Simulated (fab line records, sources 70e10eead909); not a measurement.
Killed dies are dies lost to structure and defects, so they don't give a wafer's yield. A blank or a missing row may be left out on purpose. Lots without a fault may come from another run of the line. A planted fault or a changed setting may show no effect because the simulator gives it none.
Problem report in the 8D (eight disciplines) form, filled by code | flow nand_harc | the parts of the form that need people (team, actions taken, sign-off) are left out

1. THE PROBLEM
thk_nm at NHARC_A_ONON_D1_THK_MEAS_30 reads a mean of 1319 nm on 4 wafers of 3 lots; wafers without a fault read 1000 nm with a standard deviation of 9.3. That is +34 standard deviations from the usual mean.
The step: measures by ellipsometry.
First seen on wafer L442.6, day 8 23:00, on film_metro-01. The record holds 42 wafers of 15 lots with a number at this step. Rule for "out", or "out of limits": more than 4 standard deviations from the usual mean. The other wafers with a number count as sound.

2. WHAT IT IS AND WHAT IT IS NOT
question                    | is                             | is not
which readings at this step | thk_nm                         | -
which lots                  | L442, L445, L447               | L438, L440, L443, L451, L452, L453, L455, L456, L457, L458, L459, L461
which wafers of those lots  | L442.6, L445.4, L445.6, L447.4 | L442.1, L447.1
read on which gauges        | film_metro-01, film_metro-02   | -
when                        | from day 8 23:00               | up to then (10 sound wafers); but 28 sound wafers of L447, L451, L452, L453, L455, L456, L457, L458, L459, L461 came after

3. SUSPECTS, AND WHAT RULES EACH OUT
Counting: a tool at a process step up to the reading stays a suspect if it ran every lot that is out. Sound lots after the first of them don't rule it out here, since some wafers of a struck lot are sound.
- the gauge at NHARC_A_ONON_D1_THK_MEAS_30: ruled out. The wafers that are out were read on 2 gauges (film_metro-01, film_metro-02).
- pecvd_onon-03 at NHARC_A_ONON_D1_DEP_28 (target thk 1000 nm): kept. It ran every lot that is out, first L442 (day 8 22:29); its last sound lot up to then is L438 (day 8 11:13).
Left after counting: pecvd_onon-03 at NHARC_A_ONON_D1_DEP_28.

4. THE CAUSE (what the simulator had put in)
Process parameter drift: pecvd_onon-03, from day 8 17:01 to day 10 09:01, at NHARC_A_ONON_D1_DEP_28. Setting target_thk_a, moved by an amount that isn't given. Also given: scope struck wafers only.
Counting left only this tool.

5. THE CHAIN OF EFFECTS, in route order
Each row: a reading whose mean over the struck wafers that have a number lies more than 3 standard deviations from the usual. Only readings for which the record gives a usual standard deviation are gone through. hours: the time from each lot's start at the first step in this table that gives one to its start at this step, as a median over the lots. sigmas: the change in usual standard deviations.
hours | step                        | reading | usual   | on struck wafers | change | sigmas
0     | NHARC_A_ONON_D1_THK_MEAS_30 | thk_nm  | 1000 nm | 1319             | +319   | +34
Later measuring or inspecting steps at which every struck wafer that the step has a row for has a number for every such reading, and none has moved that far: NHARC_A_ONON_D1_INSPECT_32.

6. WHAT WOULD HAVE CAUGHT IT SOONER
In this record the first reading out of limits at a measuring or inspecting step was taken at day 8 23:00, 6 hours after the fault began at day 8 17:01.
Of the tool readings at NHARC_A_ONON_D1_DEP_28 for which the record gives a usual standard deviation, none was out on any struck wafer, so an alarm limit of 4 standard deviations on them would not have fired.
Of the lots that are out (3), L445, L447 began NHARC_A_ONON_D1_DEP_28 on pecvd_onon-03 after day 8 23:00. A hold on the tool at that time would have spared those 2.
